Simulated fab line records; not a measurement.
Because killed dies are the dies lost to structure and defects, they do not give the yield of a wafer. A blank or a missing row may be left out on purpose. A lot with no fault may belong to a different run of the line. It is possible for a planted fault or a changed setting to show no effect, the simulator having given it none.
fab line records	flow n5_finfet
[record] lots = 24	wafers = 72	last_day = 17
route steps=1938 shown BEOL_M5@1154 BEOL_M6@1195
lots that met no fault: taken from a fault-free run of the same line
start_h: the number of hours between the record's first day and the start of the first shown wafer of the lot	wait_h: how many hours have passed since the lot's step before this one	" same as the row above	L1.1+2: one row covering several wafers at once	- value missing, or start not given	* or withheld: withheld	< > ~ a bound
route shown NAME@n: a module of which the file shows steps, and the number in the route of the first	usual: mean and standard deviation over wafers with no fault	same: alike in all rows	chamber/n: place in a boat	sites: per-site readings	_std_site: how widely they spread, as a standard deviation	_edge_site: outer sites' mean less inner sites'	radius_mm: for every site, how far away it sits from the centre of the wafer	mask NAME#n: copy n	behind: the most recent tool/chamber to have shaped the wafer	hold: the reason the lot was held/the length of the hold in hours/how it ended	device: which transistor (n, p or np) failed to switch	end of line: the tests these same wafers got at the end of their route	step lacking rows: just its recipe	killed: the dies lost at the first sort to structure and to defects; this is not the yield of the wafer	map: a wafer's dies, x killed, . not, _ none there
set.NAME: the setting that was run; set.NAME@STEP: the one run at that earlier step	model.NAME: the simulator's own value behind a step, which no gauge read
the route's steps for a sample of lots (tables are steps, rows are wafers)
services: when a tool's chamber went out of use (start_h, in hours from the record's first day, below 0 if earlier), for how many hours, and the reason
[[steps]]
[step N5_BEOL_M5_ETCH_68]
[recipe] chemistry = N2/H2	target = SOC	target_depth_a = 800	overetch_a = 160	mask_material = SiARC	temp_c = 40	time_s = 120	ion_energy_ev = 200	pressure_mtorr = 30	source_w = 840	bias_w = 150	n2_flow_sccm = 200	h2_flow_sccm = 200
[usual] drypump_motor_current_A = 5.8/0.47	oes_product_au = 0.61/0.065	rf_fwd_power_W = 834.8/2.7	rf_vpp_V = 523.3/2.3	showerhead_plenum_p_Torr = 2.52/0.082	temp_c = 40.01/0.11	throttle_valve_pct = 17.72/0.19
lot.wafer	tool	chamber	start_h	wait_h	drypump_motor_current_A	oes_product_au	rf_fwd_power_W	rf_hours_counter_h	rf_vpp_V	showerhead_plenum_p_Torr	temp_c	throttle_valve_pct
L074.4	rie_diel-02	3	160.33	0.0	5.6	0.53	834.0	-	526.7	2.63	40.12	17.94
L074.5	"	2	"	"	6.0	0.74	838.2	-	522.6	2.49	39.92	17.65
L074.6	"	0	"	"	5.9	0.55	829.7	-	521.4	2.51	40.13	17.86
L075.1	rie_diel-06	3	176.69	0.0	5.9	0.65	832.4	51	522.1	2.47	40.26	17.52
L075.3	"	2	"	"	5.7	0.54	831.9	216	524.2	2.52	39.98	17.67
L075.6	"	1	"	"	6.6	0.68	836.1	-	528.0	2.69	40.04	17.80
L076.1	rie_diel-06	2	185.95	0.0	5.7	0.54	840.1	219	522.2	2.52	39.94	17.68
L076.3	"	1	"	"	6.6	0.67	838.9	52	528.8	2.69	39.91	17.79
L076.5	"	0	"	"	5.8	0.72	838.6	-	522.7	2.49	40.05	17.41
L077.1	rie_diel-02	1	186.00	0.0	6.1	0.73	835.9	5	523.0	2.49	39.83	17.54
L077.2	"	2	"	"	6.0	0.71	835.9	16	522.2	2.49	40.19	17.64
L077.5	"	1	"	"	6.1	0.74	834.0	-	522.9	2.49	40.02	17.54
L078.1	rie_diel-06	3	202.89	0.0	5.9	0.65	839.8	59	523.2	2.47	39.88	17.55
L078.3	"	1	"	"	6.6	0.67	831.8	57	528.5	2.68	39.94	17.80
L078.5	"	1	"	"	6.6	0.66	834.4	-	528.5	2.68	39.98	17.79
L080.1	rie_diel-01	1	204.60	0.0	5.7	0.57	834.0	155	521.2	2.44	39.83	17.55
L080.4	"	2	"	"	4.9	0.62	835.6	80	520.5	2.47	40.04	17.64
L080.6	"	0	"	"	5.7	0.57	829.2	-	525.4	2.65	39.93	18.09
L079.2	rie_diel-01	2	206.44	0.0	5.0	0.62	834.3	80	522.4	2.47	40.13	17.63
L079.4	"	3	"	"	4.7	0.62	838.1	99	522.0	2.47	39.89	17.62
L079.5	"	3	"	"	4.7	0.62	833.8	-	522.3	2.46	39.93	17.60
L081.3	rie_diel-01	2	210.31	0.0	4.9	0.62	836.9	82	521.4	2.47	40.05	17.64
L081.4	"	1	"	"	5.8	0.58	833.5	157	523.6	2.44	39.85	17.55
L081.5	"	0	"	"	5.8	0.57	832.9	-	526.5	2.65	39.79	18.11
L082.2	rie_diel-06	1	229.15	0.0	6.6	0.66	829.7	63	527.5	2.68	40.13	17.81
L082.3	"	3	"	"	5.9	0.63	832.1	71	522.7	2.47	39.96	17.57
L082.6	"	3	"	"	5.9	0.63	838.3	-	521.7	2.47	40.10	17.56
L083.3	rie_diel-06	2	231.38	0.0	5.6	0.53	840.4	236	522.6	2.51	39.93	17.70
L083.4	"	1	"	"	6.6	0.66	835.1	64	526.6	2.68	40.04	17.81
L083.5	"	2	"	"	5.6	0.53	834.6	-	523.4	2.51	40.16	17.69
L084.4	rie_diel-01	2	234.51	0.0	5.0	0.61	832.8	-	521.7	2.47	40.04	17.66
L084.5	"	0	"	"	5.7	0.56	835.4	-	526.3	2.64	40.01	18.14
L084.6	"	1	"	"	5.7	0.56	834.6	-	521.5	2.43	40.25	17.58
L085.2	rie_diel-06	2	234.67	0.0	5.6	0.53	835.5	238	522.9	2.51	39.98	17.70
L085.4	"	3	"	"	5.9	0.63	835.2	73	521.9	2.46	39.84	17.57
L085.5	"	0	"	"	5.8	0.69	833.8	-	522.1	2.48	40.21	17.46
L086.1	rie_diel-02	1	238.52	0.0	6.0	0.72	834.7	17	523.0	2.48	39.96	17.56
L086.2	"	2	"	"	6.0	0.70	839.3	28	522.9	2.48	40.17	17.69
L086.6	"	2	"	"	6.0	0.70	835.1	-	523.1	2.48	40.06	17.70
L087.1	rie_diel-06	1	241.13	0.0	6.6	0.65	840.1	66	527.5	2.68	39.98	17.80
L087.2	"	3	"	"	5.9	0.62	833.5	74	524.1	2.46	40.08	17.59
L087.3	"	2	"	"	5.7	0.52	835.0	239	522.2	2.51	40.09	17.70
L088.1	rie_diel-01	3	259.67	0.0	4.7	0.60	834.0	116	522.6	2.46	39.96	17.63
L088.4	"	2	"	"	5.0	0.60	830.9	99	521.3	2.47	39.87	17.66
L088.5	"	1	"	"	5.8	0.56	832.7	-	519.8	2.43	39.84	17.58
L089.1	rie_diel-02	3	262.43	0.0	5.6	0.52	832.1	228	526.2	2.62	40.13	17.98
L089.3	"	1	"	"	6.0	0.70	838.2	26	520.1	2.48	40.01	17.56
L089.6	"	0	"	"	5.9	0.53	833.5	-	522.6	2.50	39.99	17.92
L090.3	rie_diel-01	2	267.04	0.0	5.0	0.60	834.1	102	520.8	2.47	40.04	17.67
L090.4	"	3	"	"	4.7	0.61	836.0	119	520.0	2.46	40.07	17.67
L090.6	"	3	"	"	4.7	0.60	838.2	-	522.2	2.46	39.93	17.67
L091.1	rie_diel-02	1	279.28	0.0	6.1	0.69	833.7	31	521.5	2.48	40.00	17.60
L091.2	"	3	"	"	5.6	0.52	841.5	233	526.4	2.62	39.97	17.99
L091.6	"	2	"	"	6.0	0.68	834.4	-	522.0	2.48	39.97	17.69
L092.1	rie_diel-01	1	290.16	0.0	5.8	0.56	833.8	186	521.1	2.43	39.97	17.60
L092.2	"	2	"	"	5.0	0.59	835.2	110	520.9	2.46	40.20	17.69
L092.3	"	0	"	"	5.7	0.55	829.1	185	525.6	2.64	39.95	18.14
L095.1	rie_diel-02	2	297.97	0.0	6.0	0.67	834.7	49	521.7	2.47	39.85	17.72
L095.4	"	2	"	"	6.0	0.67	835.0	-	521.7	2.47	39.92	17.72
L095.5	"	1	"	"	6.0	0.67	833.8	-	523.0	2.47	40.07	17.61
L093.3	rie_diel-01	1	301.31	0.0	5.8	0.56	838.4	191	520.0	2.43	39.98	17.60
L093.4	"	1	"	"	5.8	0.56	837.1	-	521.6	2.42	39.86	17.62
L093.6	"	0	"	"	5.7	0.55	832.3	-	524.6	2.63	40.00	18.14
L097.2	rie_diel-06	3	304.75	0.0	5.9	0.61	833.1	90	521.4	2.46	39.97	17.60
L097.3	"	0	"	"	5.8	0.67	834.9	50	521.3	2.47	40.07	17.48
L097.6	"	3	"	"	5.9	0.62	835.7	-	521.9	2.46	40.14	17.59
L094.1	rie_diel-06	3	307.92	0.0	5.9	0.62	833.3	90	520.8	2.46	39.97	17.61
L094.4	"	0	"	"	5.8	0.67	830.1	-	522.2	2.47	39.90	17.48
L094.6	"	3	"	"	5.9	0.62	832.8	-	521.4	2.46	39.85	17.59
L096.3	rie_diel-02	1	317.25	0.0	6.0	0.67	832.5	45	522.9	2.47	40.11	17.61
L096.4	"	1	"	"	6.0	0.67	835.6	-	520.9	2.47	39.96	17.62
L096.6	"	2	"	"	6.0	0.66	835.6	-	522.4	2.47	40.18	17.74
[step N5_BEOL_M5_SPUTTER_88]
[recipe] material = Cu	target_thk_a = 150	temp_c = -20	chamber_pressure_pa = 0.07	power_w = withheld	time_s = 27.62
[usual] throttle_valve_pct = 30.1/0.92
lot.wafer	tool	chamber	start_h	wait_h	throttle_valve_pct
L074.4	pvd_sputter-03	-	167.35	0.5	30.1
L074.5	"	-	"	"	29.7
L074.6	"	-	"	"	29.3
L075.1	pvd_sputter-01	-	181.70	0.5	31.9
L075.3	"	-	"	"	29.9
L075.6	"	-	"	"	29.9
L076.1	pvd_sputter-03	-	191.14	0.5	29.6
L076.3	"	-	"	"	29.1
L076.5	"	-	"	"	29.9
L077.1	pvd_sputter-02	-	191.18	0.5	29.8
L077.2	"	-	"	"	29.4
L077.5	"	-	"	"	29.1
L078.1	pvd_sputter-03	-	207.86	0.5	30.1
L078.3	"	-	"	"	29.7
L078.5	"	-	"	"	29.2
L080.1	pvd_sputter-02	-	210.46	0.5	28.8
L080.4	"	-	"	"	29.9
L080.6	"	-	"	"	28.9
L079.2	pvd_sputter-01	-	211.70	0.5	29.8
L079.4	"	-	"	"	30.6
L079.5	"	-	"	"	32.1
L081.3	pvd_sputter-03	-	215.84	0.5	31.9
L081.4	"	-	"	"	30.3
L081.5	"	-	"	"	30.2
L082.2	pvd_sputter-02	-	234.36	0.5	29.3
L082.3	"	-	"	"	28.8
L082.6	"	-	"	"	29.2
L083.3	pvd_sputter-01	-	237.82	0.5	32.1
L083.4	"	-	"	"	30.1
L083.5	"	-	"	"	29.9
L084.4	pvd_sputter-03	-	240.09	0.5	30.2
L084.5	"	-	"	"	29.5
L084.6	"	-	"	"	30.2
L085.2	pvd_sputter-02	-	240.50	0.5	29.2
L085.4	"	-	"	"	29.8
L085.5	"	-	"	"	29.9
L086.1	pvd_sputter-01	-	244.40	0.5	32.0
L086.2	"	-	"	"	30.6
L086.6	"	-	"	"	29.9
L087.1	pvd_sputter-02	-	246.63	0.5	30.0
L087.2	"	-	"	"	29.4
L087.3	"	-	"	"	28.7
L088.1	pvd_sputter-02	-	264.60	0.5	28.9
L088.4	"	-	"	"	30.1
L088.5	"	-	"	"	29.2
L089.1	pvd_sputter-01	-	267.64	0.5	30.8
L089.3	"	-	"	"	29.8
L089.6	"	-	"	"	30.0
L090.3	pvd_sputter-03	-	272.29	0.5	29.2
L090.4	"	-	"	"	29.7
L090.6	"	-	"	"	29.5
L091.1	pvd_sputter-03	-	285.90	0.5	29.9
L091.2	"	-	"	"	30.2
L091.6	"	-	"	"	30.0
L092.1	pvd_sputter-01	-	296.83	0.5	30.7
L092.2	"	-	"	"	32.0
L092.3	"	-	"	"	29.9
L095.1	pvd_sputter-03	-	303.01	0.5	31.8
L095.4	"	-	"	"	29.6
L095.5	"	-	"	"	31.4
L093.3	pvd_sputter-03	-	307.44	0.5	29.2
L093.4	"	-	"	"	29.7
L093.6	"	-	"	"	29.6
L097.2	pvd_sputter-01	-	310.11	0.5	30.8
L097.3	"	-	"	"	29.9
L097.6	"	-	"	"	30.6
L094.1	pvd_sputter-03	-	313.09	0.5	30.3
L094.4	"	-	"	"	29.3
L094.6	"	-	"	"	31.8
L096.3	pvd_sputter-03	-	323.93	0.5	31.6
L096.4	"	-	"	"	29.9
L096.6	"	-	"	"	30.1
[step N5_BEOL_M5_CO_CAP_78]
[recipe] material = Co	target_thk_a = 20	temp_c = 200	precursor = CCTBA/H2	pressure_torr = 30	time_s = 102.1
[usual] heater_power_w = 237/26
lot.wafer	tool	chamber	start_h	wait_h	heater_power_w
L074.4	cvd_co-02	1	169.57	0.0	214
L074.5	"	2	"	"	209
L074.6	"	0	"	"	268
L075.1	cvd_co-02	1	183.66	0.0	223
L075.3	"	2	"	"	208
L075.6	"	0	"	"	270
L076.1	cvd_co-01	1	193.10	0.0	269
L076.3	"	0	"	"	215
L076.5	"	0	"	"	223
L077.1	cvd_co-02	2	193.29	0.0	209
L077.2	"	0	"	"	269
L077.5	"	2	"	"	214
L078.1	cvd_co-01	2	209.82	0.0	229
L078.3	"	0	"	"	217
L078.5	"	2	"	"	229
L080.1	cvd_co-02	0	212.76	0.0	264
L080.4	"	0	"	"	279
L080.6	"	2	"	"	212
L079.2	cvd_co-01	2	213.80	0.0	226
L079.4	"	1	"	"	272
L079.5	"	2	"	"	221
L081.3	cvd_co-02	0	217.85	0.1	271
L081.4	"	2	"	"	210
L081.5	"	0	"	"	273
L082.2	cvd_co-02	1	237.26	0.0	212
L082.3	"	0	"	"	280
L082.6	"	0	"	"	280
L083.3	cvd_co-01	0	239.79	0.0	218
L083.4	"	0	"	"	225
L083.5	"	2	"	"	227
L084.4	cvd_co-01	2	242.30	0.0	228
L084.5	"	1	"	"	268
L084.6	"	0	"	"	216
L085.2	cvd_co-02	2	242.80	0.0	212
L085.4	"	0	"	"	267
L085.5	"	1	"	"	216
L086.1	cvd_co-02	1	246.37	0.0	214
L086.2	"	2	"	"	212
L086.6	"	2	"	"	212
L087.1	cvd_co-02	0	248.59	0.0	276
L087.2	"	1	"	"	215
L087.3	"	2	"	"	211
L088.1	cvd_co-01	0	267.02	0.0	226
L088.4	"	0	"	"	222
L088.5	"	2	"	"	227
L089.1	cvd_co-01	1	269.83	0.0	266
L089.3	"	0	"	"	219
L089.6	"	2	"	"	233
L090.3	cvd_co-01	2	274.37	0.0	228
L090.4	"	2	"	"	227
L090.6	"	1	"	"	267
L091.1	cvd_co-02	1	287.85	0.0	219
L091.2	"	2	"	"	218
L091.6	"	2	"	"	214
L092.1	cvd_co-01	1	298.80	0.0	273
L092.2	"	0	"	"	215
L092.3	"	2	"	"	226
L095.1	cvd_co-02	1	304.97	0.0	214
L095.4	"	2	"	"	208
L095.5	"	1	"	"	219
L093.3	cvd_co-01	1	309.49	0.0	263
L093.4	"	1	"	"	276
L093.6	"	2	"	"	221
L097.2	cvd_co-02	1	312.07	0.0	214
L097.3	"	2	"	"	214
L097.6	"	1	"	"	218
L094.1	cvd_co-02	1	315.17	0.0	216
L094.4	"	0	"	"	274
L094.6	"	2	"	"	210
L096.3	cvd_co-01	2	325.95	0.0	232
L096.4	"	1	"	"	270
L096.6	"	2	"	"	231
[step N5_BEOL_M6_CURE_74]
[recipe] temp_c = 385	time_s = 240	ambient = He/Ar	material = SiCOH_lowk
[usual] lamp_power_pct = 52.31/0.058	wafer_temp_C_max = 386.7/0.56
lot.wafer	tool	chamber	start_h	wait_h	lamp_power_pct	wafer_temp_C_max
L074.4	uv_cure-01	0	170.08	0.3	52.33	385.9
L074.5	"	0	"	"	52.24	385.6
L074.6	"	0	"	"	52.34	386.0
L075.1	uv_cure-03	0	183.97	0.0	52.32	387.7
L075.3	"	0	"	"	52.34	387.6
L075.6	"	0	"	"	52.34	387.9
L076.1	uv_cure-03	1	193.41	0.0	52.39	386.0
L076.3	"	1	"	"	52.25	385.7
L076.5	"	1	"	"	52.28	386.2
L077.1	uv_cure-01	0	193.61	0.0	52.24	386.9
L077.2	"	0	"	"	52.33	386.0
L077.5	"	0	"	"	52.27	386.1
L078.1	uv_cure-02	2	210.17	0.1	52.39	387.1
L078.3	"	2	"	"	52.28	388.0
L078.5	"	2	"	"	52.35	386.7
L080.1	uv_cure-02	2	213.07	0.0	52.26	387.7
L080.4	"	2	"	"	52.35	387.1
L080.6	"	2	"	"	52.29	387.3
L079.2	uv_cure-03	1	214.19	0.1	52.30	385.9
L079.4	"	1	"	"	52.39	385.9
L079.5	"	1	"	"	52.38	385.7
L081.3	uv_cure-01	2	218.39	0.2	52.27	386.5
L081.4	"	2	"	"	52.21	387.3
L081.5	"	2	"	"	52.30	386.4
L082.2	uv_cure-03	0	237.76	0.2	52.36	386.0
L082.3	"	0	"	"	52.29	387.4
L082.6	"	0	"	"	52.33	386.0
L083.3	uv_cure-01	2	240.26	0.2	52.26	386.0
L083.4	"	2	"	"	52.31	386.7
L083.5	"	2	"	"	52.37	385.8
L084.4	uv_cure-02	2	242.81	0.3	52.19	387.0
L084.5	"	2	"	"	52.38	387.0
L084.6	"	2	"	"	52.32	387.3
L085.2	uv_cure-01	2	243.21	0.1	52.31	386.6
L085.4	"	2	"	"	52.23	386.3
L085.5	"	2	"	"	52.29	386.8
L086.1	uv_cure-01	2	246.69	0.0	52.30	386.5
L086.2	"	2	"	"	52.21	386.6
L086.6	"	2	"	"	52.23	386.3
L087.1	uv_cure-02	2	248.90	0.0	52.27	386.4
L087.2	"	2	"	"	52.38	387.9
L087.3	"	2	"	"	52.35	387.3
L088.1	uv_cure-03	0	267.33	0.0	52.33	387.6
L088.4	"	0	"	"	52.21	387.0
L088.5	"	0	"	"	52.27	387.0
L089.1	uv_cure-02	1	270.17	0.0	52.29	386.4
L089.3	"	1	"	"	52.30	386.4
L089.6	"	1	"	"	52.32	387.0
L090.3	uv_cure-02	2	275.00	0.4	52.18	387.4
L090.4	"	2	"	"	52.31	387.3
L090.6	"	2	"	"	52.33	386.8
L091.1	uv_cure-03	2	288.18	0.0	52.38	387.5
L091.2	"	2	"	"	52.37	387.5
L091.6	"	2	"	"	52.22	386.6
L092.1	uv_cure-01	0	299.14	0.0	52.33	386.2
L092.2	"	0	"	"	52.43	386.1
L092.3	"	0	"	"	52.38	386.6
L095.1	uv_cure-01	0	305.28	0.0	52.43	386.7
L095.4	"	0	"	"	52.40	386.8
L095.5	"	0	"	"	52.36	386.4
L093.3	uv_cure-02	0	310.12	0.4	52.27	387.1
L093.4	"	0	"	"	52.24	386.7
L093.6	"	0	"	"	52.24	386.9
L097.2	uv_cure-01	2	312.46	0.1	52.34	386.5
L097.3	"	2	"	"	52.28	386.5
L097.6	"	2	"	"	52.23	386.3
L094.1	uv_cure-03	2	315.48	0.0	52.38	387.0
L094.4	"	2	"	"	52.31	387.5
L094.6	"	2	"	"	52.23	387.4
L096.3	uv_cure-01	2	326.42	0.2	52.39	385.7
L096.4	"	2	"	"	52.31	386.7
L096.6	"	2	"	"	52.31	386.3
[step N5_BEOL_M6_INSPECT_30]
[recipe] mode = adi	inspect_instrument = brightfield
[usual] raw_defect_count = 433/86
lot.wafer	tool	chamber	start_h	wait_h	raw_defect_count
L074.4	defect_inspect-01	-	173.38	0.0	241
L074.5	"	-	"	"	292
L074.6	"	-	"	"	396
L075.1	defect_inspect-02	-	188.13	0.1	513
L075.3	"	-	"	"	419
L075.6	"	-	"	"	450
L076.1	defect_inspect-02	-	198.62	0.1	602
L076.3	"	-	"	"	527
L076.5	"	-	"	"	609
L077.1	defect_inspect-01	-	198.79	0.1	512
L077.2	"	-	"	"	271
L077.5	"	-	"	"	480
L078.1	defect_inspect-02	-	214.15	0.1	682
L078.3	"	-	"	"	598
L078.5	"	-	"	"	445
L080.1	defect_inspect-01	-	217.31	0.1	436
L080.4	"	-	"	"	362
L080.6	"	-	"	"	313
L079.2	defect_inspect-02	-	217.48	0.0	455
L079.4	"	-	"	"	394
L079.5	"	-	"	"	600
L081.3	defect_inspect-02	-	220.47	0.0	431
L081.4	"	-	"	"	586
L081.5	"	-	"	"	484
L082.2	defect_inspect-01	-	241.08	0.0	422
L082.3	"	-	"	"	344
L082.6	"	-	"	"	391
L083.3	defect_inspect-02	-	243.15	0.0	478
L083.4	"	-	"	"	501
L083.5	"	-	"	"	419
L084.4	defect_inspect-01	-	247.53	0.0	424
L084.5	"	-	"	"	446
L084.6	"	-	"	"	425
L085.2	defect_inspect-01	-	247.75	0.0	437
L085.4	"	-	"	"	420
L085.5	"	-	"	"	452
L086.1	defect_inspect-01	-	251.39	0.1	419
L086.2	"	-	"	"	468
L086.6	"	-	"	"	465
L087.1	defect_inspect-01	-	251.56	0.1	635
L087.2	"	-	"	"	566
L087.3	"	-	"	"	351
L088.1	defect_inspect-01	-	271.00	0.1	428
L088.4	"	-	"	"	534
L088.5	"	-	"	"	501
L089.1	defect_inspect-01	-	275.59	0.1	386
L089.3	"	-	"	"	603
L089.6	"	-	"	"	484
L090.3	defect_inspect-02	-	278.52	0.0	607
L090.4	"	-	"	"	394
L090.6	"	-	"	"	387
L091.1	defect_inspect-02	-	292.51	0.1	237
L091.2	"	-	"	"	300
L091.6	"	-	"	"	327
L092.1	defect_inspect-02	-	304.56	0.1	411
L092.2	"	-	"	"	453
L092.3	"	-	"	"	478
L095.1	defect_inspect-02	-	312.85	0.1	435
L095.4	"	-	"	"	341
L095.5	"	-	"	"	354
L093.3	defect_inspect-01	-	315.02	0.0	416
L093.4	"	-	"	"	415
L093.6	"	-	"	"	444
L097.2	defect_inspect-02	-	315.50	0.0	371
L097.3	"	-	"	"	458
L097.6	"	-	"	"	303
L094.1	defect_inspect-01	-	322.41	0.1	339
L094.4	"	-	"	"	375
L094.6	"	-	"	"	393
L096.3	defect_inspect-01	-	329.87	0.1	453
L096.4	"	-	"	"	370
L096.6	"	-	"	"	661
[step N5_BEOL_M6_ETCH_41]
[recipe] chemistry = CH3F/O2	target = SiCN	target_depth_a = 297	taper_deg = 2	time_s = 52	ion_energy_ev = 120	mask_material = TiN	pressure_mtorr = 30	source_w = 395	bias_w = 75	Ar_flow_sccm = 150	CH3F_flow_sccm = 30	O2_flow_sccm = 20
[usual] drypump_motor_current_A = 5.9/0.35	mfc_ar_sccm = 150.0/0.47	oes_product_au = 0.79/0.098	rf_fwd_power_W = 389.9/1.7	rf_vpp_V = 297.6/1.4	showerhead_plenum_p_Torr = 2.01/0.062	throttle_valve_pct = 16.35/0.28
lot.wafer	tool	chamber	start_h	wait_h	drypump_motor_current_A	mfc_ar_sccm	oes_product_au	rf_fwd_power_W	rf_hours_counter_h	rf_vpp_V	showerhead_plenum_p_Torr	throttle_valve_pct
L074.4	rie_diel-03	3	-	-	5.5	150.4	0.71	394.7	180	296.6	1.99	16.62
L074.5	"	1	"	"	5.4	150.3	0.75	390.0	-	295.0	1.91	15.93
L074.6	"	2	"	"	5.7	150.1	0.88	389.3	-	300.0	2.12	16.01
L075.1	rie_diel-05	0	-	-	5.7	149.3	0.87	386.6	41	298.6	2.13	16.01
L075.3	"	1	"	"	5.5	150.0	0.71	389.5	188	297.7	2.07	16.41
L075.6	"	2	"	"	5.5	150.2	0.86	390.4	-	297.0	2.03	16.20
L076.1	rie_diel-03	0	-	-	5.7	150.1	0.67	388.2	239	298.3	2.05	16.64
L076.3	"	2	"	"	5.8	149.8	0.87	390.5	54	299.6	2.12	16.00
L076.5	"	1	"	"	5.4	151.1	0.74	389.4	-	294.2	1.91	15.96
L077.1	rie_diel-04	2	-	-	6.1	149.6	0.74	392.1	169	296.9	1.98	16.65
L077.2	"	0	"	"	6.2	150.0	0.70	389.9	233	298.4	2.05	16.42
L077.5	"	0	"	"	6.2	150.1	0.71	389.7	-	298.7	2.05	16.43
L078.1	rie_diel-03	1	-	-	5.4	149.1	0.73	392.2	178	295.8	1.91	15.96
L078.3	"	0	"	"	5.7	150.2	0.68	390.3	244	298.3	2.05	16.64
L078.5	"	1	"	"	5.4	149.5	0.73	391.2	-	297.0	1.91	15.97
L080.1	rie_diel-05	2	-	-	5.6	149.4	0.84	389.9	65	296.5	2.02	16.22
L080.4	"	0	"	"	5.6	150.0	0.85	387.8	51	298.7	2.13	16.05
L080.6	"	1	"	"	5.5	150.2	0.70	391.9	-	298.0	2.06	16.43
L079.2	rie_diel-04	1	-	-	6.5	150.7	1.00	392.2	1	299.7	2.05	16.21
L079.4	"	3	"	"	6.2	149.8	0.74	390.8	193	296.3	1.98	16.63
L079.5	"	1	"	"	6.5	149.9	0.99	391.5	-	298.7	2.05	16.21
L081.3	rie_diel-04	0	-	-	6.2	150.0	0.70	391.2	243	297.9	2.05	16.44
L081.4	"	3	"	"	6.3	148.9	0.73	390.3	193	297.7	1.98	16.63
L081.5	"	1	"	"	6.5	150.6	0.99	393.2	-	297.7	2.05	16.21
L082.2	rie_diel-04	3	-	-	6.2	150.4	0.72	389.5	200	295.8	1.98	16.64
L082.3	"	2	"	"	6.1	150.2	0.73	389.6	186	296.8	1.98	16.69
L082.6	"	1	"	"	6.4	149.6	0.94	389.5	-	298.0	2.05	16.24
L083.3	rie_diel-04	1	-	-	6.4	150.6	0.95	391.6	11	298.2	2.05	16.24
L083.4	"	3	"	"	6.3	149.4	0.74	391.7	-	296.3	1.98	16.67
L083.5	"	1	"	"	6.5	150.4	0.95	391.1	-	297.2	2.05	16.22
L084.4	rie_diel-04	1	-	-	6.4	149.5	0.94	392.2	-	297.8	2.05	16.23
L084.5	"	2	"	"	6.1	149.6	0.73	390.7	-	296.0	1.98	16.70
L084.6	"	3	"	"	6.2	150.2	0.73	387.9	-	299.3	1.98	16.66
L085.2	rie_diel-03	2	-	-	5.8	149.5	0.85	386.5	73	299.3	2.11	16.05
L085.4	"	0	"	"	5.7	149.9	1.01	389.8	0	298.8	2.05	16.15
L085.5	"	1	"	"	5.4	150.1	0.73	390.5	-	296.0	1.90	15.99
L086.1	rie_diel-05	1	-	-	5.5	149.7	0.69	389.6	211	297.0	2.06	16.45
L086.2	"	0	"	"	5.6	150.4	0.83	388.0	61	299.3	2.12	16.05
L086.6	"	0	"	"	5.6	149.6	0.84	388.2	-	299.5	2.12	16.05
L087.1	rie_diel-03	1	-	-	5.4	150.0	0.72	388.5	194	296.3	1.90	16.01
L087.2	"	2	"	"	5.8	150.3	0.85	389.5	75	298.6	2.11	16.04
L087.3	"	0	"	"	5.7	149.5	1.00	388.4	2	298.6	2.05	16.18
L088.1	rie_diel-03	0	-	-	5.7	150.0	0.97	388.1	8	297.7	2.05	16.19
L088.4	"	3	"	"	5.6	150.8	0.70	390.6	213	297.2	1.98	16.70
L088.5	"	1	"	"	5.4	150.5	0.71	386.9	-	295.8	1.90	16.00
L089.1	rie_diel-05	1	-	-	5.4	149.9	0.67	393.2	222	298.6	2.05	16.47
L089.3	"	0	"	"	5.7	150.3	0.82	387.1	66	300.6	2.12	16.07
L089.6	"	2	"	"	5.5	149.2	0.80	388.9	-	298.8	2.01	16.27
L090.3	rie_diel-03	3	-	-	5.6	151.0	0.70	390.5	216	296.7	1.98	16.70
L090.4	"	2	"	"	5.8	150.5	0.84	389.8	84	299.5	2.11	16.05
L090.6	"	2	"	"	5.7	150.0	0.85	388.2	-	300.3	2.11	16.06
L091.1	rie_diel-04	2	-	-	6.1	150.4	0.72	389.3	205	297.3	1.97	16.73
L091.2	"	0	"	"	6.3	149.7	0.97	389.5	9	298.1	2.04	15.99
L091.6	"	2	"	"	6.1	150.0	0.72	391.0	-	297.5	1.97	16.74
L092.1	rie_diel-04	2	-	-	6.1	149.4	0.72	390.7	210	296.3	1.97	16.75
L092.2	"	3	"	"	6.2	150.4	0.72	388.6	224	297.4	1.97	16.67
L092.3	"	0	"	"	6.3	150.4	0.96	387.8	14	298.0	2.04	16.01
L095.1	rie_diel-03	0	-	-	5.7	150.6	0.94	389.1	22	298.3	2.04	16.21
L095.4	"	2	"	"	5.8	151.2	0.83	388.4	97	300.1	2.10	16.10
L095.5	"	1	"	"	5.5	150.9	0.72	393.0	-	295.9	1.90	16.05
L093.3	rie_diel-05	2	-	-	5.5	149.7	0.79	390.2	101	296.3	2.01	16.29
L093.4	"	1	"	"	5.5	150.4	0.67	390.7	234	300.4	2.05	16.50
L093.6	"	3	"	"	5.8	150.0	0.78	386.5	-	294.5	1.93	16.27
L097.2	rie_diel-04	2	-	-	6.1	149.7	0.73	391.3	214	297.1	1.97	16.75
L097.3	"	0	"	"	6.3	150.5	0.95	391.0	17	297.5	2.04	16.01
L097.6	"	2	"	"	6.1	150.8	0.71	391.3	-	294.6	1.97	16.76
L094.1	rie_diel-04	2	-	-	6.1	150.2	0.71	390.5	215	296.3	1.97	16.74
L094.4	"	0	"	"	6.2	150.4	0.95	388.4	19	297.4	2.04	16.02
L094.6	"	3	"	"	6.3	149.7	0.71	391.3	-	296.8	1.97	16.69
L096.3	rie_diel-04	3	-	-	6.3	150.3	0.72	389.1	-	296.7	1.97	16.71
L096.4	"	2	"	"	6.1	149.6	0.71	389.3	-	296.9	1.97	16.76
L096.6	"	2	"	"	6.0	149.5	0.71	389.3	-	296.4	1.97	16.77
[[services]]
tool	chamber	start_h	hours	kind
rie_diel-06	2	142.69	23.3	repair
uv_cure-03	-	143.52	14.6	pm
uv_cure-02	-	157.99	1.1	repair
uv_cure-03	-	163.33	3.4	pm
uv_cure-03	-	173.90	1.1	repair
uv_cure-02	-	194.20	3.5	repair
uv_cure-01	-	197.76	1.0	pm
uv_cure-01	-	213.00	2.8	pm
cvd_co-02	1	213.85	10.7	repair
rie_diel-02	-	215.56	14.6	pm
cvd_co-02	-	230.19	6.9	pm
rie_diel-01	-	231.04	0.4	repair
cvd_co-02	-	245.69	0.2	repair
uv_cure-03	-	249.33	2.1	pm
cvd_co-02	0	253.16	4.1	repair
cvd_co-02	-	259.70	28.1	pm
rie_diel-04	0	266.18	6.3	repair
rie_diel-06	-	276.05	14.6	pm
rie_diel-02	-	279.98	0.2	repair
uv_cure-02	-	286.34	2.8	pm
rie_diel-06	2	307.59	1.2	repair
rie_diel-03	-	321.59	0.2	repair
rie_diel-03	3	327.58	11.6	repair
rie_diel-04	1	328.03	7.2	repair
[[key]]
fault none
